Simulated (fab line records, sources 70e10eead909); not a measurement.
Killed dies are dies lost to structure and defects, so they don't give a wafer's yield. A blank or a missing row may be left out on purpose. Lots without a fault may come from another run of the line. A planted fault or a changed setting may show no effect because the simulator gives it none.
Chamber matching | flow nand_harc | NHARC_P_GATE_ETCH_104 on rie_diel-13: 4 sister chambers
The step etches the open film in CF4/CHF3, target depth 60 nm. 30 wafers are shown with their chamber, then 12 later ones without.

WAFERS WITH THEIR CHAMBER
wafer  | chamber | showerhead_plenum_p_Torr (Torr) | drypump_motor_current_A (A) | rf_vpp_V (V)
L074.3 | 2       | 1.47                            | 6.2                         | 367.6
L074.4 | 1       | 1.60                            | 6.1                         | 371.1
L074.5 | 2       | 1.47                            | 6.2                         | 366.2
L079.1 | 1       | 1.60                            | 6.0                         | 371.3
L079.2 | 2       | 1.47                            | 6.2                         | 365.5
L079.6 | 2       | 1.47                            | 6.2                         | 366.7
L078.2 | 0       | 1.51                            | 5.1                         | 368.2
L078.5 | 0       | 1.51                            | 5.1                         | 367.6
L078.6 | 1       | 1.60                            | 6.1                         | 371.5
L080.1 | 2       | 1.47                            | 6.2                         | 366.8
L080.4 | 0       | 1.51                            | 5.1                         | 368.3
L080.5 | 1       | 1.60                            | 6.0                         | 370.3
L082.2 | 0       | 1.50                            | 5.1                         | 368.5
L082.3 | 2       | 1.47                            | 6.2                         | 368.0
L082.6 | 0       | 1.50                            | 5.1                         | 368.6
L085.3 | 1       | 1.60                            | 6.0                         | 371.9
L085.4 | 0       | 1.50                            | 5.1                         | 368.9
L085.5 | 3       | 1.64                            | 5.6                         | 372.1
L087.2 | 2       | 1.47                            | 6.2                         | 366.7
L087.3 | 1       | 1.60                            | 6.1                         | 370.8
L087.5 | 0       | 1.50                            | 5.1                         | 367.3
L088.1 | 3       | 1.64                            | 5.6                         | 372.1
L088.3 | 2       | 1.47                            | 6.2                         | 366.4
L088.6 | 0       | 1.50                            | 5.1                         | 368.9
L091.2 | 3       | 1.64                            | 5.6                         | 371.6
L091.3 | 2       | 1.47                            | 6.2                         | 365.8
L091.4 | 1       | 1.60                            | 6.0                         | 370.8
L089.2 | 0       | 1.50                            | 5.1                         | 369.7
L089.3 | 2       | 1.47                            | 6.2                         | 366.7
L089.4 | 1       | 1.60                            | 6.0                         | 372.0

SIGNATURES (means of the wafers above)
reading                  | chamber 0 | chamber 1 | chamber 2 | chamber 3 | scatter within a chamber
showerhead_plenum_p_Torr | 1.5033    | 1.6000    | 1.4700    | 1.6400    | 0.00277
drypump_motor_current_A  | 5.100     | 6.037     | 6.200     | 5.600     | 0.0269
rf_vpp_V                 | 368.444   | 371.212   | 366.640   | 371.933   | 0.671
Rule: a wafer's distance from a chamber is the root of the sum, over the readings, of the square of ((its reading less the chamber's mean) divided by the reading's scatter). The wafer belongs to the nearest chamber; if the next one is less than 2 further off, it can't be placed. The scatter: the root of (the sum of the squares of (reading less its chamber's mean) over the shown wafers, divided by (wafers less chambers)).

WAFERS WITHOUT THEIR CHAMBER
wafer  | showerhead_plenum_p_Torr (Torr) | drypump_motor_current_A (A) | rf_vpp_V (V)
L092.2 | 1.60                            | 6.1                         | 371.1
L092.4 | 1.47                            | 6.2                         | 366.8
L092.5 | 1.60                            | 6.1                         | 372.7
L090.1 | 1.64                            | 5.6                         | 372.3
L090.2 | 1.50                            | 5.1                         | 369.3
L090.5 | 1.60                            | 6.0                         | 373.0
L095.1 | 1.64                            | 5.6                         | 372.6
L095.4 | 1.47                            | 6.2                         | 367.1
L095.5 | 1.46                            | 6.2                         | 366.9
L097.2 | 1.60                            | 6.0                         | 370.9
L097.3 | 1.64                            | 5.6                         | 373.0
L097.5 | 1.46                            | 6.2                         | 367.1

WHICH CHAMBER EACH WENT THROUGH
wafer  | from the rows above | in truth
L092.2 | 1                   | 1
L092.4 | 2                   | 2
L092.5 | 1                   | 1
L090.1 | 3                   | 3
L090.2 | 0                   | 0
L090.5 | 1                   | 1
L095.1 | 3                   | 3
L095.4 | 2                   | 2
L095.5 | 2                   | 2
L097.2 | 1                   | 1
L097.3 | 3                   | 3
L097.5 | 2                   | 2
Placed correctly: 12 of 12. Can't be placed from these rows: 0. Placed wrongly: 0.
